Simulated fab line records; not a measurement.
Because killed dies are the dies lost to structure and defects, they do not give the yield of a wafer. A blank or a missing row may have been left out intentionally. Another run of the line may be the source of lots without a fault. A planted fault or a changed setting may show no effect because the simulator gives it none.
fab line records | flow nand-harc | part 1 of 2: steps 1 to 24 of 29
record lots=5 wafers=15 last-day=33
route steps=1302 shown A_ONON_D1@444 A_CHANNEL_HOLE_D1@450
lots untouched by any fault: they come from a run of this same line in which no faults occurred
start-h: the number of hours between the record's first day and the start of the first shown wafer of the lot | wait-h: hours elapsed since this lot's preceding step | " same as the row above | L1.1+2: a row that stands for several wafers | - no value present, or no start provided | * or withheld: withheld | < > ~ a bound
route shown NAME@n: a module of which the file shows steps, and the number in the route of the first | usual: mean/standard deviation of fault-free wafers | same: alike in all rows | chamber/n: place in a boat | sites: the reading at each site | _std_site: their standard deviation | _edge_site: outer sites' mean less inner sites' | radius-mm: how far each site lies from the wafer's centre | mask NAME#n: copy n | behind: tool/chamber where the wafer was last shaped | hold: why the lot went on hold/how many hours it stayed there/how the hold came to an end | device: which transistor (n, p or np) failed to switch | end of line: at the end of the route, the tests of the same wafers | a step without rows: its recipe alone | killed: not the wafer's yield, but the dies lost to structure and defects at the first sort | map: the dies of a wafer, with x for killed, . for not killed, _ for no die there
set.NAME: the setting as run; set.NAME@STEP: as run at that earlier step | model.NAME: the simulator's own value behind a step, which no gauge read
lots seen at some steps along the route; tables by step, rows by wafer
services: the hour from which a tool's chamber was out of use, counted from the record's first day as start-h (under 0 if before that day), plus the number of hours and why
## steps
# step NHARC_A_ONON_D1_DEP_28
# recipe target-thk-a=10000 n2-flow-sccm=2750 n2o-flow-sccm=2000 nh3-flow-sccm=500 sih4-flow-sccm=210 temp-c=400
# usual nh3-flow-sccm=499.9/1.5
# columns lot.wafer tool chamber start-h wait-h nh3-flow-sccm
L078.3 pecvd-onon-04 0 206.38 0.2 501.3
L078.4 " 0 " " 502.2
L078.5 " 0 " " 500.2
L081.1 pecvd-onon-02 0 242.61 0.1 500.1
L081.2 " 0 " " 498.6
L081.4 " 0 " " 499.6
L087.2 pecvd-onon-02 0 303.21 0.1 499.8
L087.3 " 0 " " 499.4
L087.5 " 0 " " 498.9
L090.1 pecvd-onon-02 0 335.72 0.1 498.6
L090.2 " 0 " " 499.7
L090.5 " 0 " " 502.1
L095.1 pecvd-onon-03 0 406.71 0.1 500.4
L095.2 " 0 " " 499.2
L095.3 " 0 " " 501.4
# step NHARC_A_ONON_D1_THK_MEAS_30
# recipe thk-meas-gauge=ellipsometry
# usual thk-nm=999/9.8
# columns lot.wafer tool chamber start-h wait-h thk-nm
L078.3 film-metro-01 - 206.79 - 1011
L078.4 " - " " 1010
L078.5 " - " " 1012
L081.1 film-metro-02 - 243.13 - 995
L081.2 " - " " 997
L081.4 " - " " 997
L087.2 film-metro-01 - 303.66 - 990
L087.3 " - " " 991
L087.5 " - " " 992
L090.1 film-metro-02 - 336.23 - 1002
L090.2 " - " " 1001
L090.5 " - " " 1002
L095.1 film-metro-01 - 407.23 - 998
L095.2 " - " " 998
L095.3 " - " " 1000
# step NHARC_A_ONON_D1_DEP_33
# recipe target-thk-a=2000 temp-c=400 pressure-torr=6.5 rf-w=900 teos-flow-sccm=161.4 flow-sccm=2650 target-thk-nm=200 gas=O2 material=SiO2
# usual heater-power-w=519/76 throttle-valve-pct=16.1/0.7
# columns lot.wafer tool chamber start-h wait-h heater-power-w throttle-valve-pct
L078.3 pecvd-03 0 206.94 0.1 464 17.3
L078.5 " 2 " " 526 14.8
L078.4 " 0 " " 456 17.3
L081.2 pecvd-01 2 243.18 0.1 459 16.0
L081.1 " 0 " " 644 16.8
L081.4 " 0 " " 661 16.7
L087.2 pecvd-01 2 303.71 0.1 535 16.2
L087.3 " 1 " " 541 15.6
L087.5 " 2 " " 544 16.3
L090.2 pecvd-01 0 336.33 0.1 564 17.0
L090.1 " 1 " " 583 15.6
L090.5 " 0 " " 568 16.9
L095.1 pecvd-03 0 407.28 0.1 449 17.0
L095.2 " 1 " " 403 16.5
L095.3 " 2 " " 473 14.5
# step NHARC_A_ONON_D1_THK_MEAS_34
# recipe thk-meas-gauge=ellipsometry
# usual thk-nm=199.6/2.5
# columns lot.wafer tool chamber start-h wait-h thk-nm
L078.3 film-metro-02 - 207.27 - 196.8
L078.4 " - " " 203.4
L078.5 " - " " 204.5
L081.1 film-metro-01 - 243.60 - 199.3
L081.2 " - " " 196.2
L081.4 " - " " 201.0
L087.2 film-metro-01 - 304.13 - 200.2
L087.3 " - " " 197.1
L087.5 " - " " 203.0
L090.1 film-metro-01 - 336.70 - 194.7
L090.2 " - " " 197.8
L090.5 " - " " 203.3
L095.1 film-metro-01 - 407.70 - 199.3
L095.2 " - " " 196.9
L095.3 " - " " 199.8
# step NHARC_A_ONON_D1_INSPECT_32
# usual raw-defect-count=77/28
# columns lot.wafer tool chamber start-h wait-h raw-defect-count
L078.3 defect-inspect-01 - 207.35 0.0 65
L078.4 " - " " 35
L078.5 " - " " 58
L081.1 defect-inspect-02 - 243.68 0.0 64
L081.2 " - " " 81
L081.4 " - " " 105
L087.2 defect-inspect-01 - 304.19 0.0 82
L087.3 " - " " 91
L087.5 " - " " 100
L090.1 defect-inspect-02 - 336.79 0.0 73
L090.2 " - " " 51
L090.5 " - " " 61
L095.1 defect-inspect-01 - 407.78 0.0 93
L095.2 " - " " 103
L095.3 " - " " 93
# step NHARC_A_CHANNEL_HOLE_D1_DEP_00
# recipe target-thk-a=31000 temp-c=400 material=aC
# usual throttle-valve-pct=34.999/0.0091
# columns lot.wafer tool chamber start-h wait-h throttle-valve-pct
L078.3 acl-dep-01 0 208.43 1.1 34.992
L078.4 " 0 " " 34.989
L078.5 " 0 " " 35.001
L081.1 acl-dep-01 0 244.22 0.5 35.001
L081.2 " 0 " " 35.005
L081.4 " 0 " " 34.992
L087.2 acl-dep-01 0 311.58 7.4 34.995
L087.3 " 0 " " 35.009
L087.5 " 0 " " 34.986
L090.1 acl-dep-01 0 336.85 0.1 34.989
L090.2 " 0 " " 34.978
L090.5 " 0 " " 35.003
L095.1 acl-dep-02 0 408.48 0.7 35.000
L095.2 " 0 " " 35.011
L095.3 " 0 " " 34.991
# step NHARC_A_CHANNEL_HOLE_D1_DEP_01
# recipe target-thk-a=1400 target-thk-nm=140 temp-c=400 pressure-torr=3.5 flow-sccm=200 rf-w=350 material=SiON
# usual heater-power-w=715/93
# columns lot.wafer tool chamber start-h wait-h heater-power-w
L078.3 pecvd-03 1 209.76 1.0 653
L078.5 " 2 " " 782
L078.4 " 0 " " 548
L081.2 pecvd-02 2 246.12 1.3 727
L081.1 " 1 " " 801
L081.4 " 1 " " 786
L087.2 pecvd-04 0 313.22 1.3 801
L087.3 " 1 " " 920
L087.5 " 1 " " 914
L090.2 pecvd-02 2 338.75 1.3 706
L090.1 " 0 " " 785
L090.5 " 0 " " 763
L095.1 pecvd-04 2 410.45 1.6 656
L095.3 " 0 " " 800
L095.2 " 1 " " 809
# step NHARC_A_CHANNEL_HOLE_D1_DEHYDRATE_02
# recipe temp-c=150 time-s=120
# columns lot.wafer tool chamber start-h wait-h
L078.3+4+5 litho-track-06 0 210.03 0.2
L081.1+2+4 litho-track-06 0 246.39 0.2
L087.2+3+5 litho-track-06 0 313.47 0.2
L090.1+2+5 litho-track-04 0 339.02 0.2
L095.1+2+3 litho-track-06 0 410.72 0.2
# step NHARC_A_CHANNEL_HOLE_D1_HMDS_03
# recipe time-s=30
# columns lot.wafer tool chamber start-h wait-h
L078.3+4+5 litho-track-06 0 - -
L081.1+2+4 litho-track-06 0 - -
L087.2+3+5 litho-track-06 0 - -
L090.1+2+5 litho-track-04 0 - -
L095.1+2+3 litho-track-06 0 - -
# step NHARC_A_CHANNEL_HOLE_D1_COAT_36
# recipe temp-c=260 time-s=75
# columns lot.wafer tool chamber start-h wait-h
L078.3+4+5 litho-track-06 0 - -
L081.1+2+4 litho-track-06 0 - -
L087.2+3+5 litho-track-06 0 - -
L090.1+2+5 litho-track-04 0 - -
L095.1+2+3 litho-track-06 0 - -
# step NHARC_A_CHANNEL_HOLE_D1_COAT_37
# recipe temp-c=225 time-s=65
# columns lot.wafer tool chamber start-h wait-h
L078.3+4+5 litho-track-06 0 - -
L081.1+2+4 litho-track-06 0 - -
L087.2+3+5 litho-track-06 0 - -
L090.1+2+5 litho-track-04 0 - -
L095.1+2+3 litho-track-06 0 - -
# step NHARC_A_CHANNEL_HOLE_D1_COAT_04
# recipe spin-rpm=1500 resist-thk-nm=90
# columns lot.wafer tool chamber start-h wait-h
L078.3+4+5 litho-track-06 0 - -
L081.1+2+4 litho-track-06 0 - -
L087.2+3+5 litho-track-06 0 - -
L090.1+2+5 litho-track-04 0 - -
L095.1+2+3 litho-track-06 0 - -
# step NHARC_A_CHANNEL_HOLE_D1_SOFTBAKE_05
# recipe temp-c=105 time-s=55
# columns lot.wafer tool chamber start-h wait-h
L078.3+4+5 litho-track-06 0 - -
L081.1+2+4 litho-track-06 0 - -
L087.2+3+5 litho-track-06 0 - -
L090.1+2+5 litho-track-04 0 - -
L095.1+2+3 litho-track-06 0 - -
# step NHARC_A_CHANNEL_HOLE_D1_EBR_06
# columns lot.wafer tool chamber start-h wait-h
L078.3+4+5 litho-track-06 0 - -
L081.1+2+4 litho-track-06 0 - -
L087.2+3+5 litho-track-06 0 - -
L090.1+2+5 litho-track-04 0 - -
L095.1+2+3 litho-track-06 0 - -
# step NHARC_A_CHANNEL_HOLE_D1_EXPOSE_07
# recipe na=1.35 target-cd-nm=100 sigma-outer=0.3 dose-mj=59.65 mask-id=HOLE_D1
# usual focus-offset-nm=0.0/0.51
# columns lot.wafer tool chamber start-h wait-h mask focus-offset-nm
L078.3 arfi-scanner-02 0 210.35 - HOLE_D1#0 -0.5
L078.4 " 0 " " HOLE_D1#0 0.4
L078.5 " 0 " " HOLE_D1#0 0.7
L081.1 arfi-scanner-01 0 246.70 - HOLE_D1#0 -0.2
L081.2 " 0 " " HOLE_D1#0 -0.5
L081.4 " 0 " " HOLE_D1#0 0.1
L087.2 arfi-scanner-03 0 313.78 - HOLE_D1#0 -0.1
L087.3 " 0 " " HOLE_D1#0 0.2
L087.5 " 0 " " HOLE_D1#0 0.9
L090.1 arfi-scanner-02 0 339.21 - HOLE_D1#0 -0.4
L090.2 " 0 " " HOLE_D1#0 0.1
L090.5 " 0 " " HOLE_D1#0 -1.3
L095.1 arfi-scanner-02 0 411.03 - HOLE_D1#0 -1.0
L095.2 " 0 " " HOLE_D1#0 -1.5
L095.3 " 0 " " HOLE_D1#0 0.1
# step NHARC_A_CHANNEL_HOLE_D1_PEB_08
# recipe peb-temp-c=100 peb-time-s=65
# columns lot.wafer tool chamber start-h wait-h
L078.3+4+5 litho-track-01 0 210.40 0.0
L081.1+2+4 litho-track-04 0 246.76 0.1
L087.2+3+5 litho-track-01 0 313.84 0.1
L090.1+2+5 litho-track-01 0 339.27 0.1
L095.1+2+3 litho-track-01 0 411.09 0.1
# step NHARC_A_CHANNEL_HOLE_D1_DEVELOP_09
# recipe develop-time-s=35 dev-temp-c=23
# columns lot.wafer tool chamber start-h wait-h
L078.3+4+5 litho-track-01 0 - -
L081.1+2+4 litho-track-04 0 - -
L087.2+3+5 litho-track-01 0 - -
L090.1+2+5 litho-track-01 0 - -
L095.1+2+3 litho-track-01 0 - -
# step NHARC_A_CHANNEL_HOLE_D1_CD_MEAS_10
# recipe target-cd-nm=100 landing-energy-ev=500
# usual cd-nm=100.3/0.52
# columns lot.wafer tool chamber start-h wait-h cd-nm
L078.3 cd-sem-02 0 210.49 - 100.3
L078.4 " 0 " " 100.7
L078.5 " 0 " " 101.1
L081.1 cd-sem-02 0 246.84 - 99.9
L081.2 " 0 " " 100.3
L081.4 " 0 " " 100.1
L087.2 cd-sem-01 0 313.92 - 100.1
L087.3 " 0 " " 100.6
L087.5 " 0 " " 100.1
L090.1 cd-sem-02 0 339.35 - 100.0
L090.2 " 0 " " 100.0
L090.5 " 0 " " 99.2
L095.1 cd-sem-03 0 411.17 - 100.7
L095.2 " 0 " " 100.4
L095.3 " 0 " " 100.1
# step NHARC_A_CHANNEL_HOLE_D1_OVL_MEAS_11
# usual overlay-x-nm=0.3/0.85 overlay-y-nm=-0.1/0.96
# columns lot.wafer tool chamber start-h wait-h overlay-x-nm overlay-y-nm
L078.3 overlay-02 - 210.57 - -0.2 0.0
L078.4 " - " " -0.5 0.1
L078.5 " - " " -0.4 0.0
L081.1 overlay-01 - 246.93 - 0.3 -0.7
L081.2 " - " " 0.2 0.4
L081.4 " - " " 0.4 0.1
L087.2 overlay-01 - 314.00 - 0.2 -0.1
L087.3 " - " " 0.7 0.0
L087.5 " - " " 0.7 -0.6
L090.1 overlay-01 - 339.43 - 0.1 1.5
L090.2 " - " " 1.0 1.2
L090.5 " - " " 1.7 1.4
L095.1 overlay-01 - 411.26 - 0.1 0.9
L095.2 " - " " -0.2 0.8
L095.3 " - " " -0.1 0.4
# step NHARC_A_CHANNEL_HOLE_D1_INSPECT_12
# usual raw-defect-count=7/3.3
# columns lot.wafer tool chamber start-h wait-h raw-defect-count
L078.3 defect-inspect-02 - 210.61 0.0 1
L078.4 " - " " 3
L078.5 " - " " 11
L081.1 defect-inspect-01 - 246.97 0.0 6
L081.2 " - " " 8
L081.4 " - " " 7
L087.2 defect-inspect-02 - 314.04 0.0 1
L087.3 " - " " 7
L087.5 " - " " 10
L090.1 defect-inspect-01 - 339.47 0.0 9
L090.2 " - " " 1
L090.5 " - " " 3
L095.1 defect-inspect-02 - 411.29 0.0 10
L095.2 " - " " 5
L095.3 " - " " 8
# step NHARC_A_CHANNEL_HOLE_D1_DESCUM_15
# recipe time-s=3 o2-flow-sccm=200 ar-flow-sccm=0 bias-power-w=0 chemistry=O2
# usual drypump-motor-current-A=5.8/0.44 mfc-ar-sccm=0.008/0.013 oes-product-au=1.001/0.011 rf-vpp-V=57.8/0.85 showerhead-plenum-p-Torr=1.92/0.099 throttle-valve-pct=11.312/0.0084
# columns lot.wafer tool chamber start-h wait-h drypump-motor-current-A mfc-ar-sccm oes-product-au rf-hours-counter-h rf-vpp-V showerhead-plenum-p-Torr throttle-valve-pct
L078.3 rie-diel-13 3 210.71 0.1 5.5 0.035 0.999 9 57.4 1.83 11.304
L078.4 " 1 " " 5.4 0 1.007 - 58.0 1.83 11.300
L078.5 " 0 " " 5.5 0 0.981 - 58.2 1.78 11.320
L081.2 rie-diel-06 2 247.04 0.1 6.1 0.001 1.005 9 59.0 2.02 11.312
L081.4 " 3 " " 5.3 0.000 0.996 8 57.2 2.02 11.328
L081.1 " 0 " " 6.5 0.012 0.991 8 58.5 1.84 11.321
L087.2 rie-diel-13 0 314.11 0.1 5.5 0 0.992 43 56.7 1.77 11.304
L087.3 " 1 " " 5.4 0 1.009 43 58.4 1.82 11.311
L087.5 " 0 " " 5.5 0 0.996 - 57.1 1.77 11.317
L090.1 rie-diel-06 1 339.53 0.1 5.7 0.002 1.002 2 58.0 2.02 11.315
L090.2 " 2 " " 6.2 0.001 1.012 2 57.3 2.02 11.301
L090.5 " 2 " " 6.2 0.001 1.011 - 58.5 2.02 11.309
L095.3 rie-diel-13 3 411.35 0.1 5.5 0.035 1.008 28 57.6 1.81 11.310
L095.2 " 1 " " 5.3 0 1.005 21 57.4 1.81 11.328
L095.1 " 2 " " 6.5 0.042 1.000 24 57.5 1.86 11.308
# step NHARC_A_CHANNEL_HOLE_D1_ETCH_38
# recipe target-depth-a=390 over-etch-frac=0.3 time-s=65 ion-energy-ev=80 cf4-flow-sccm=150 ar-flow-sccm=0 rf-w=300 bias-w=100 chemistry=CF4
# usual bias-w=100.0/0.31 drypump-motor-current-A=5.8/0.44 mfc-ar-sccm=0.009/0.014 oes-product-au=1.002/0.01 rf-vpp-V=151.3/1.4 showerhead-plenum-p-Torr=1.77/0.083 throttle-valve-pct=13.284/0.009
# same over-etch-frac=0.3
# columns lot.wafer tool chamber start-h wait-h bias-w drypump-motor-current-A mfc-ar-sccm oes-product-au rf-hours-counter-h rf-vpp-V showerhead-plenum-p-Torr throttle-valve-pct
L078.3 rie-diel-13 0 210.84 0.1 100.0 5.5 0 0.983 9 148.6 1.65 13.295
L078.5 " 3 " " 99.7 5.5 0.035 1.004 - 150.1 1.70 13.279
L078.4 " 0 " " 99.9 5.5 0 0.981 - 149.9 1.65 13.276
L081.2 rie-diel-06 3 247.11 0.1 100.2 5.3 0.000 1.002 8 153.3 1.86 13.286
L081.4 " 1 " " 99.8 5.7 0.002 0.995 8 152.7 1.87 13.282
L081.1 " 2 " " 99.4 6.1 0.001 1.012 9 151.3 1.86 13.278
L087.2 rie-diel-13 1 314.19 0.1 99.7 5.4 0 1.013 43 149.1 1.69 13.279
L087.3 " 3 " " 100.2 5.5 0.035 1.015 46 151.3 1.69 13.291
L087.5 " 1 " " 99.5 5.3 0 1.008 - 148.9 1.69 13.283
L090.2 rie-diel-06 2 339.62 0.1 100.0 6.1 0.001 1.014 2 152.3 1.86 13.288
L090.1 " 3 " " 100.0 5.3 0.000 1.003 2 153.0 1.86 13.282
L090.5 " 2 " " 100.0 6.2 0.001 1.006 - 151.2 1.86 13.293
L095.1 rie-diel-13 3 411.45 0.1 100.5 5.5 0.035 1.000 28 148.6 1.68 13.287
L095.2 " 0 " " 100.4 5.5 0 0.999 26 151.9 1.90 13.275
L095.3 " 1 " " 100.2 5.4 0 1.011 21 148.8 1.68 13.290
# step NHARC_A_CHANNEL_HOLE_D1_ETCH_39
# recipe target-depth-a=2600 over-etch-frac=0.3 time-s=325 ion-energy-ev=200 n2-flow-sccm=150 h2-flow-sccm=150 ar-flow-sccm=0 rf-w=400 bias-w=150 chemistry=N2/H2
# usual bias-w=150.0/0.41 drypump-motor-current-A=5.8/0.45 mfc-ar-sccm=0.010/0.014 oes-product-au=1.000/0.01 rf-vpp-V=431/3.1 showerhead-plenum-p-Torr=2.05/0.11 throttle-valve-pct=14.170/0.0089
# same over-etch-frac=0.3
# columns lot.wafer tool chamber start-h wait-h bias-w drypump-motor-current-A mfc-ar-sccm oes-product-au rf-hours-counter-h rf-vpp-V showerhead-plenum-p-Torr throttle-valve-pct
L078.3 rie-diel-13 0 - - 150.6 5.5 0 0.990 9 426 1.89 14.183
L078.4 " 1 " " 150.1 5.4 0 1.006 - 428 1.95 14.163
L078.5 " 3 " " 150.2 5.5 0.035 0.999 - 428 1.95 14.167
L081.4 rie-diel-06 0 - - 150.5 6.5 0.012 0.986 8 427 1.96 14.171
L081.1 " 1 " " 149.9 5.7 0.002 1.007 8 433 2.16 14.172
L081.2 " 2 " " 150.0 6.1 0.001 1.010 9 434 2.15 14.165
L087.2 rie-diel-13 1 - - 150.0 5.4 0 1.005 43 427 1.94 14.153
L087.3 " 2 " " 150.4 6.6 0.042 1.002 45 430 1.99 14.171
L087.5 " 1 " " 149.7 5.4 0 1.013 - 429 1.94 14.151
L090.2 rie-diel-06 2 - - 150.1 6.2 0.001 1.006 2 433 2.15 14.178
L090.1 " 0 " " 150.4 6.5 0.012 0.999 2 428 1.96 14.166
L090.5 " 2 " " 149.3 6.2 0.001 1.004 - 432 2.15 14.186
L095.3 rie-diel-13 3 - - 150.5 5.5 0.035 1.007 28 428 1.93 14.173
L095.1 " 0 " " 150.2 5.5 0 1.001 26 435 2.21 14.162
L095.2 " 1 " " 150.3 5.4 0 1.013 22 428 1.93 14.183
# step NHARC_A_CHANNEL_HOLE_D1_ETCH_34
# recipe target-depth-a=1540 time-s=77 cf4-flow-sccm=100 chf3-flow-sccm=30 ar-flow-sccm=0 rf-w=500 bias-w=200 chemistry=CF4/CHF3
# usual bias-w=200.1/0.62 drypump-motor-current-A=5.8/0.44 mfc-ar-sccm=0.010/0.014 oes-product-au=0.953/0.022 rf-vpp-V=370.7/2.7 showerhead-plenum-p-Torr=1.58/0.075 throttle-valve-pct=16.802/0.0093
# columns lot.wafer tool chamber start-h wait-h bias-w drypump-motor-current-A mfc-ar-sccm oes-product-au rf-hours-counter-h rf-vpp-V showerhead-plenum-p-Torr throttle-valve-pct
L078.3 rie-diel-13 0 - - 199.9 5.5 0 0.929 10 367.0 1.47 16.809
L078.4 " 1 " " 200.5 5.4 0 0.947 - 368.4 1.51 16.787
L078.5 " 3 " " 200.1 5.5 0.035 0.945 - 367.2 1.51 16.815
L081.1 rie-diel-06 1 - - 199.4 5.7 0.002 0.929 8 372.5 1.66 16.802
L081.4 " 2 " " 199.5 6.2 0.001 0.927 9 374.1 1.65 16.790
L081.2 " 0 " " 200.6 6.5 0.012 0.917 8 368.4 1.52 16.799
L087.2 rie-diel-13 2 - - 199.5 6.6 0.042 0.928 45 368.1 1.54 16.794
L087.3 " 3 " " 200.2 5.5 0.035 0.921 46 368.6 1.50 16.804
L087.5 " 1 " " 200.6 5.3 0 0.926 - 369.7 1.50 16.818
L090.2 rie-diel-06 0 - - 199.8 6.5 0.012 0.980 2 368.3 1.52 16.806
L090.1 " 3 " " 199.8 5.3 0.000 0.980 2 374.4 1.65 16.804
L090.5 " 1 " " 199.7 5.7 0.002 0.971 - 373.0 1.66 16.804
L095.1 rie-diel-13 3 - - 200.7 5.5 0.035 0.969 28 368.3 1.49 16.794
L095.2 " 1 " " 200.9 5.4 0 0.981 22 368.1 1.49 16.818
L095.3 " 2 " " 199.8 6.5 0.042 0.990 24 369.9 1.53 16.804
